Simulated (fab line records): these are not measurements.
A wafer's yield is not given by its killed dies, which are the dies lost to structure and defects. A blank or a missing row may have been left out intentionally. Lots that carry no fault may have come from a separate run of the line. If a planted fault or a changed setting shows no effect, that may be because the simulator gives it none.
fab line records	flow nand-harc
[record] lots = 14	wafers = 42	last-day = 24
route steps=1159 shown A_STAIRCASE@698 END@1159
lots that met no fault: taken from a fault-free run of the same line
start-h: hours from the record's first day to the start of the lot's first wafer shown	wait-h: hours since the lot's step before	" unchanged from the row above	L1.1+2: several wafers, shown together as one row	- no value, or no start given	* or withheld: withheld	< > ~ a bound
route shown NAME@n: names a module that has steps shown in the file, with the first one's number in the route	usual: the fault-free wafers' mean and standard deviation	same: alike in all rows	chamber/n: place in a boat	sites: readings site by site	_std_site: standard deviation across them	_edge_site: mean of outer sites minus mean of inner sites	radius-mm: for every site, how far away it sits from the centre of the wafer	mask NAME#n: copy n	behind: the tool/chamber that last shaped the wafer	hold: the reason the lot was held/the length of the hold in hours/how it ended	device: names the non-switching transistor (n, p or np)	end of line: tests of these same wafers at the route's end	for a step that has no rows: nothing shown but its recipe	killed: count of dies lost to structure and defects at first sort (not the wafer's yield)	map: the dies of a wafer, with x for killed, . for not killed, _ for no die there
set.NAME: the setting that was run; set.NAME@STEP: the one run at that earlier step	model.NAME: the simulator's own value behind a step, which no gauge read
the route's steps for a sample of lots (tables are steps, rows are wafers)
services: the hour from which a tool's chamber was out of use, counted from the record's first day as start-h (under 0 if before that day), plus the number of hours and why
[[steps]]
[step NHARC_A_STAIRCASE_ALD_415]
[recipe] target-thk-a = 300	pulse-time-s = 6	ald-cycles = 300	temp-c = 300	material = SiO2
[usual] heater-power-w = 490/63	precursor-pulse-height-rel = 1.001/0.021
lot.wafer	tool	chamber	start-h	wait-h	heater-power-w	precursor-pulse-height-rel
L690.2	ald-hk-03	2	266.36	0.5	470	0.977
L690.3	"	0	"	"	398	0.979
L690.5	"	2	"	"	479	0.995
L695.1	ald-hk-02	1	296.49	0.5	438	1.011
L695.5	"	3	"	"	443	1.026
L695.6	"	0	"	"	609	1.016
L699.2	ald-hk-02	1	315.44	0.1	433	0.958
L699.1	"	0	"	"	602	1.005
L699.6	"	1	"	"	423	1.016
L700.3	ald-hk-04	0	316.60	0.1	404	1.046
L700.4	"	1	"	"	542	1.014
L700.6	"	1	"	"	550	0.987
L697.3	ald-hk-02	0	317.61	0.5	605	1.031
L697.4	"	1	"	"	443	0.986
L697.6	"	3	"	"	434	1.037
L702.3	ald-hk-03	0	337.82	0.5	437	1.011
L702.2	"	1	"	"	513	1.035
L702.5	"	3	"	"	500	0.984
L703.4	ald-hk-02	3	340.98	0.1	441	0.975
L703.6	"	3	"	"	442	1.018
L703.5	"	0	"	"	604	0.972
L704.2	ald-hk-04	0	347.11	0.1	420	0.980
L704.4	"	2	"	"	420	0.999
L704.5	"	1	349.45	2.4	525	1.019
L705.1	ald-hk-02	3	358.99	0.1	452	0.963
L705.4	"	0	"	"	601	0.995
L705.3	"	2	"	"	503	1.008
L706.3	ald-hk-03	1	365.87	0.7	522	0.993
L706.6	"	3	"	"	516	1.021
L706.5	"	0	"	"	437	0.979
L708.3	ald-hk-02	2	368.01	0.3	505	0.988
L708.4	"	0	"	"	591	0.998
L708.6	"	1	"	"	443	1.025
L710.4	ald-hk-02	1	375.97	0.3	428	0.994
L710.5	"	0	"	"	601	1.005
L710.6	"	1	"	"	432	0.987
L711.1	ald-hk-03	2	387.84	1.0	465	1.039
L711.5	"	0	"	"	439	0.977
L711.6	"	1	"	"	528	1.041
L713.3	ald-hk-02	3	400.42	0.1	445	0.990
L713.1	"	0	"	"	607	1.027
L713.6	"	0	"	"	612	1.021
[step NHARC_A_STAIRCASE_DEP_417]
[recipe] target-thk-a = 600	step-coverage-pct = 20	temp-c = 400	target-thk-nm = 60	flow-sccm = 200	rf-w = 450	material = Si3N4
[usual] heater-power-outer-w = 403/53	heater-power-w = 691/74
lot.wafer	tool	chamber	start-h	wait-h	heater-power-outer-w	heater-power-w
L690.3	pecvd-02	2	268.38	-	548	886
L690.2	"	1	"	"	458	699
L690.5	"	0	"	"	354	623
L695.1	pecvd-02	1	298.33	-	460	706
L695.5	"	0	"	"	343	618
L695.6	"	1	"	"	465	708
L699.2	pecvd-04	1	317.75	-	-	-
L699.1	"	2	"	"	-	-
L699.6	"	1	"	"	-	-
L700.3	pecvd-02	1	318.91	-	-	-
L700.6	"	1	"	"	-	-
L700.4	"	2	"	"	-	-
L697.3	pecvd-01	0	319.46	-	-	-
L697.6	"	0	"	"	-	-
L697.4	"	1	"	"	-	-
L702.2	pecvd-01	1	339.76	-	378	722
L702.3	"	0	"	"	454	762
L702.5	"	1	"	"	386	756
L703.4	pecvd-04	1	343.40	-	422	742
L703.5	"	2	"	"	363	654
L703.6	"	0	"	"	356	647
L704.2	pecvd-04	0	350.84	-	426	724
L704.4	"	2	"	"	320	608
L704.5	"	0	"	"	418	724
L705.1	pecvd-04	0	361.35	-	401	708
L705.3	"	2	"	"	318	581
L705.4	"	1	"	"	392	692
L706.3	pecvd-04	2	368.20	-	360	638
L706.6	"	2	"	"	367	660
L706.5	"	0	"	"	368	674
L708.3	pecvd-01	0	370.16	-	441	730
L708.6	"	1	"	"	440	788
L708.4	"	2	"	"	402	609
L710.5	pecvd-01	2	378.17	-	359	565
L710.6	"	0	"	"	439	717
L710.4	"	1	"	"	412	766
L711.1	pecvd-01	2	390.61	-	363	591
L711.6	"	2	"	"	367	580
L711.5	"	0	"	"	362	634
L713.1	pecvd-01	1	402.75	-	413	764
L713.3	"	0	"	"	389	663
L713.6	"	0	"	"	395	649
[step NHARC_A_STAIRCASE_DEP_322]
[recipe] target-thk-a = 38000	temp-c = 400	target-thk-nm = 3800	teos-flow-sccm = 200	rf-w = 500	material = SiO2
[usual] heater-power-outer-w = 357/55	heater-power-w = 630/78
lot.wafer	tool	chamber	start-h	wait-h	heater-power-outer-w	heater-power-w
L690.3	pecvd-02	2	290.05	0.1	464	777
L690.2	"	1	"	"	442	700
L690.5	"	2	"	"	410	708
L695.1	pecvd-04	0	319.89	0.3	387	694
L695.6	"	1	"	"	341	627
L695.5	"	2	"	"	264	510
L699.1	pecvd-01	0	335.22	0.2	391	663
L699.2	"	1	"	"	357	709
L699.6	"	1	"	"	322	626
L700.3	pecvd-01	0	335.99	1.0	357	612
L700.6	"	1	"	"	315	631
L700.4	"	0	"	"	328	585
L697.3	pecvd-01	0	343.39	0.1	409	687
L697.4	"	0	"	"	336	568
L697.6	"	2	"	"	343	549
L702.3	pecvd-02	2	359.70	0.1	536	867
L702.2	"	1	"	"	374	599
L702.5	"	1	"	"	357	570
L703.4	pecvd-04	1	359.99	0.4	335	617
L703.6	"	2	"	"	269	507
L703.5	"	0	"	"	298	577
L704.2	pecvd-04	1	370.05	0.2	446	749
L704.5	"	0	"	"	296	584
L704.4	"	2	"	"	264	514
L705.1	pecvd-01	0	381.02	0.6	382	644
L705.3	"	1	"	"	410	753
L705.4	"	2	"	"	347	546
L708.3	pecvd-01	1	389.59	0.1	429	780
L708.6	"	2	"	"	333	556
L708.4	"	0	"	"	335	579
L706.3	pecvd-04	0	389.79	0.3	352	660
L706.5	"	1	"	"	332	609
L706.6	"	0	"	"	268	533
L710.4	pecvd-01	2	401.39	0.4	352	561
L710.6	"	0	"	"	340	578
L710.5	"	1	"	"	313	620
L711.1	pecvd-04	0	412.16	0.1	331	600
L711.6	"	0	"	"	277	537
L711.5	"	2	"	"	280	522
L713.1	pecvd-02	2	422.96	0.1	514	857
L713.3	"	0	"	"	298	550
L713.6	"	0	"	"	300	572
[step NHARC_A_STAIRCASE_DEP_325]
[recipe] target-thk-a = 38000	temp-c = 400	target-thk-nm = 3800	teos-flow-sccm = 200	rf-w = 500	material = SiO2
[usual] heater-power-outer-w = 354/61	heater-power-w = 629/82
lot.wafer	tool	chamber	start-h	wait-h	heater-power-outer-w	heater-power-w
L690.2	pecvd-04	0	299.76	0.2	335	605
L690.3	"	1	"	"	381	685
L690.5	"	0	"	"	295	573
L695.1	pecvd-04	1	328.86	0.2	406	712
L695.6	"	1	"	"	357	630
L695.5	"	2	"	"	261	501
L700.3	pecvd-01	0	345.91	0.5	430	714
L700.4	"	1	"	"	313	630
L700.6	"	2	"	"	340	541
L699.2	pecvd-04	2	346.04	0.6	315	586
L699.1	"	0	"	"	419	693
L699.6	"	1	"	"	340	623
L697.3	pecvd-02	0	350.48	0.1	309	592
L697.4	"	0	"	"	300	572
L697.6	"	2	"	"	429	729
L703.5	pecvd-04	1	367.91	0.4	346	621
L703.4	"	2	"	"	259	526
L703.6	"	0	"	"	306	560
L702.2	pecvd-01	2	367.97	0.4	423	682
L702.3	"	0	"	"	429	715
L702.5	"	0	"	"	331	594
L704.2	pecvd-01	2	379.11	0.1	434	677
L704.5	"	2	"	"	342	560
L704.4	"	1	"	"	319	633
L705.1	pecvd-01	0	390.84	0.1	422	719
L705.3	"	2	"	"	370	567
L705.4	"	0	"	"	332	593
L708.3	pecvd-04	2	398.19	0.1	369	664
L708.4	"	2	"	"	274	521
L708.6	"	1	"	"	335	585
L706.3	pecvd-02	0	398.29	0.2	364	638
L706.6	"	2	"	"	426	730
L706.5	"	0	"	"	294	553
L710.5	pecvd-04	1	408.50	0.4	331	607
L710.4	"	2	"	"	270	535
L710.6	"	0	"	"	280	529
L711.1	pecvd-04	1	419.40	0.2	437	753
L711.6	"	2	"	"	278	534
L711.5	"	1	"	"	323	609
L713.1	pecvd-04	2	432.86	0.2	354	634
L713.3	"	0	"	"	360	644
L713.6	"	1	"	"	324	616
[step NHARC_END_SORT_01]
[recipe] temp-c = 25
[usual] killed-at-array = 26/9.7	killed-at-other = 1.0/1.2	killed-at-periphery = 3.9/2.6	killed-dies = 31/9.7	killed-open = 3.2/1.8	killed-short = 2.0/1.3
[same] gross-dies = 677
lot.wafer	tool	chamber	start-h	wait-h	killed-at-array	killed-at-other	killed-at-periphery	killed-dies	killed-open	killed-short
L700.3	prober-02	0	485.90	3.1	675	0	2	677	5	2
L700.4	prober-02	0	486.71	3.4	674	0	3	677	3	2
L700.6	prober-02	0	488.34	4.1	668	1	8	677	4	2
L699.1	prober-01	0	496.32	2.5	671	2	4	677	7	2
L699.2	prober-01	0	497.11	2.8	676	1	0	677	4	2
L699.6	prober-01	0	500.30	4.0	673	2	2	677	1	0
L697.3	prober-02	0	501.45	3.1	676	0	1	677	1	1
L697.4	prober-02	0	502.25	3.4	674	0	3	677	2	2
L697.6	prober-02	0	503.84	4.0	676	0	1	677	4	3
L706.3	prober-01	0	543.76	3.1	36	1	2	39	2	0
L706.5	prober-01	0	545.34	3.7	42	1	1	44	4	1
L706.6	prober-01	0	546.13	4.0	38	2	5	45	2	2
L710.4	prober-02	0	560.28	3.4	31	1	4	36	3	2
L710.5	prober-02	0	561.09	3.7	26	6	8	40	2	2
L710.6	prober-02	0	561.90	4.0	32	0	0	32	3	2
// killed by level:class
L700.3 A_STAIRCASE:area-dep=644 A_CHANNEL_HOLE_D1:chamber-film-flake=16 A_CONTACT:chamber-film-flake=4 A_CHANNEL_FILL_D1:geometric-particle:open=2 P_M1:chamber-film-flake=2 A_STAIRCASE:chamber-film-flake=2 A_SOURCE_PLATE:geometric-particle:open=1 A_SOURCE_PLATE:geometric-particle:short=1
L700.4 A_STAIRCASE:area-dep=644 A_CHANNEL_HOLE_D1:chamber-film-flake=14 A_CONTACT:chamber-film-flake=8 P_M1:chamber-film-flake=3 A_CONTACT:geometric-particle:open=2 A_STAIRCASE:chamber-film-flake=2 A_CHANNEL_FILL_D1:geometric-particle:short=1 A_SGD_CUT:geometric-particle:open=1
L700.6 A_STAIRCASE:area-dep=640 A_CHANNEL_HOLE_D1:chamber-film-flake=16 P_M1:chamber-film-flake=6 A_CONTACT:chamber-film-flake=4 A_M0:geometric-particle:open=2 A_WL_FILL:chamber-film-flake=2 P_GATE:geometric-particle:open=1 A_ONON_D1:geometric-particle:short=1
L699.1 A_STAIRCASE:area-dep=650 A_SLIT:chamber-film-flake=6 A_CONTACT:chamber-film-flake=5 P_CONTACT:geometric-particle:open=2 A_CHANNEL_HOLE_D1:chamber-film-flake=2 A_STAIRCASE:chamber-film-flake=2 THIN_TSV:chamber-film-flake=2 P_GATE:geometric-particle:open=1
L699.2 A_STAIRCASE:area-dep=643 A_SLIT:chamber-film-flake=18 A_CHANNEL_HOLE_D1:chamber-film-flake=3 A_CONTACT:chamber-film-flake=3 A_STAIRCASE:chamber-film-flake=2 A_ONON_D1:geometric-particle:open=1 A_CHANNEL_FILL_D1:geometric-particle:open=1 A_CHANNEL_FILL_D1:geometric-particle:short=1
L699.6 A_STAIRCASE:area-dep=651 A_SLIT:chamber-film-flake=10 A_STAIRCASE:chamber-film-flake=4 A_WL_FILL:chamber-film-flake=4 A_CHANNEL_HOLE_D1:chamber-film-flake=2 THIN_TSV:chamber-film-flake=2 A_SOURCE_PLATE:geometric-particle:open=1 P_ZERO_WELL:chamber-film-flake=1
L697.3 A_STAIRCASE:area-dep=663 A_CONTACT:chamber-film-flake=7 A_CHANNEL_HOLE_D1:chamber-film-flake=2 A_CHANNEL_FILL_D1:geometric-particle:short=1 A_BLC:geometric-particle:open=1 P_ZERO_WELL:chamber-film-flake=1 A_CHANNEL_FILL_D1:chamber-film-flake=1 A_STAIRCASE:chamber-film-flake=1
L697.4 A_STAIRCASE:area-dep=662 A_CHANNEL_FILL_D1:chamber-film-flake=2 A_STAIRCASE:chamber-film-flake=2 A_CONTACT:chamber-film-flake=2 P_M0:geometric-particle:short=1 A_SOURCE_PLATE:geometric-particle:open=1 A_CONTACT:geometric-particle:open=1 A_CONTACT:geometric-particle:short=1
L697.6 A_STAIRCASE:area-dep=663 A_CHANNEL_HOLE_D1:chamber-film-flake=4 A_CONTACT:geometric-particle:open=2 A_CONTACT:chamber-film-flake=2 P_M1:geometric-particle:open=1 A_ONON_D1:geometric-particle:short=1 A_CHANNEL_HOLE_D1:geometric-particle:short=1 A_BLC:geometric-particle:open=1
L706.3 A_CHANNEL_HOLE_D1:chamber-film-flake=25 A_SLIT:chamber-film-flake=8 A_WL_FILL:chamber-film-flake=2 A_BLC:geometric-particle:open=1 STARTING-WAFER:geometric-particle:open=1 P_ZERO_WELL:chamber-film-flake=1 P_M2:chamber-film-flake=1
L706.5 A_CHANNEL_HOLE_D1:chamber-film-flake=22 A_SLIT:chamber-film-flake=14 A_ONON_D1:geometric-particle:short=1 A_CHANNEL_HOLE_D1:geometric-particle:open=1 A_WL_FILL:geometric-particle:open=1 A_CONTACT:geometric-particle:open=1 A_M1:geometric-particle:open=1 P_ZERO_WELL:chamber-film-flake=1
L706.6 A_CHANNEL_HOLE_D1:chamber-film-flake=19 A_SLIT:chamber-film-flake=12 P_M2:chamber-film-flake=4 A_WL_FILL:chamber-film-flake=3 A_CHANNEL_FILL_D1:geometric-particle:short=2 THIN_TSV:chamber-film-flake=2 A_CHANNEL_FILL_D1:geometric-particle:open=1 A_M1:geometric-particle:open=1
L710.4 A_CHANNEL_HOLE_D1:chamber-film-flake=23 P_ZERO_WELL:chamber-film-flake=3 A_CONTACT:chamber-film-flake=2 A_STAIRCASE:chamber-film-flake=2 P_STI:geometric-particle:open=1 A_CHANNEL_FILL_D1:geometric-particle:short=1 A_STAIRCASE:geometric-particle:open=1 A_SGD_CUT:geometric-particle:short=1
L710.5 A_CHANNEL_HOLE_D1:chamber-film-flake=17 P_ZERO_WELL:chamber-film-flake=7 THIN_TSV:chamber-film-flake=6 A_CONTACT:chamber-film-flake=2 P_M0:geometric-particle:short=1 A_SGD_CUT:geometric-particle:open=1 A_CONTACT:geometric-particle:open=1 A_M0:geometric-particle:short=1
L710.6 A_CHANNEL_HOLE_D1:chamber-film-flake=18 A_STAIRCASE:chamber-film-flake=4 A_CONTACT:chamber-film-flake=3 A_ONON_D1:geometric-particle:open=2 A_SLIT:chamber-film-flake=2 A_CHANNEL_FILL_D1:geometric-particle:short=1 A_CHANNEL_FILL_D1:geometric-particle:open=1 A_WL_FILL:geometric-particle:short=1
[[services]]
tool	chamber	start-h	hours	kind
ald-hk-03	-	243.98	1.1	repair
pecvd-01	0	250.20	-	clean
pecvd-01	1	250.20	-	clean
pecvd-01	2	250.20	-	clean
ald-hk-02	-	255.91	1.1	repair
ald-hk-02	-	280.66	10.0	pm
pecvd-02	-	334.07	13.0	pm
ald-hk-04	-	339.55	1.0	repair
pecvd-04	-	376.11	13.0	pm
pecvd-04	0	376.11	13.0	vent-cycle
pecvd-04	1	376.11	13.0	vent-cycle
pecvd-04	2	376.11	13.0	vent-cycle
pecvd-04	0	389.11	-	clean
pecvd-04	1	389.11	-	clean
pecvd-04	2	389.11	-	clean
pecvd-04	0	416.91	15.0	repair
pecvd-01	-	418.20	13.0	pm
pecvd-01	0	418.20	13.0	vent-cycle
pecvd-01	1	418.20	13.0	vent-cycle
pecvd-01	2	418.20	13.0	vent-cycle
pecvd-02	1	422.53	6.2	repair
pecvd-01	0	431.20	-	clean
pecvd-01	1	431.20	-	clean
pecvd-01	2	431.20	-	clean
[[key]]
[first-sign] step = NHARC_A_STAIRCASE_DEP_417	reading = tool-record	direction = missing
[effect] step = NHARC_END_SORT_01	reading = killed-at-array	direction = up	sigmas = 67	usual = 26	struck = 674
[more-kills-born-at] NHARC_A_STAIRCASE_DEP_417@pecvd-01 = 1988	NHARC_A_STAIRCASE_DEP_417@pecvd-04 = 1944	NHARC_A_STAIRCASE_DEP_417@pecvd-02 = 1928
met-at NHARC_A_STAIRCASE_DEP_417
struck-lots L697,L699,L700
later-rows-left-out L697.3,L697.4,L697.6,L699.1,L699.2,L699.6,L700.3,L700.4,L700.6
tester-left-out L697,L699,L700
not-acting-at NHARC_A_STAIRCASE_ALD_415,NHARC_A_STAIRCASE_DEP_322,NHARC_A_STAIRCASE_DEP_325
onset-between 298.33 317.75
[fault] kind = skipped-step-whole	tool = pecvd-01,pecvd-02,pecvd-04	chamber = -	onset-h = 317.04	steps = NHARC_A_STAIRCASE_DEP_417	scope = struck-lots-only
// tester-left-out: of these lots the tester's yield and bins aren't shown, on N5 and GAA mostly nor the transistor test; their killed dies are dies lost to structure and defects alone, not to doping, threshold or leakage, so they don't give the yield
// later-rows-left-out: the simulator's readings of these wafers behind a module that went badly wrong aren't trusted and aren't shown, but for the sort
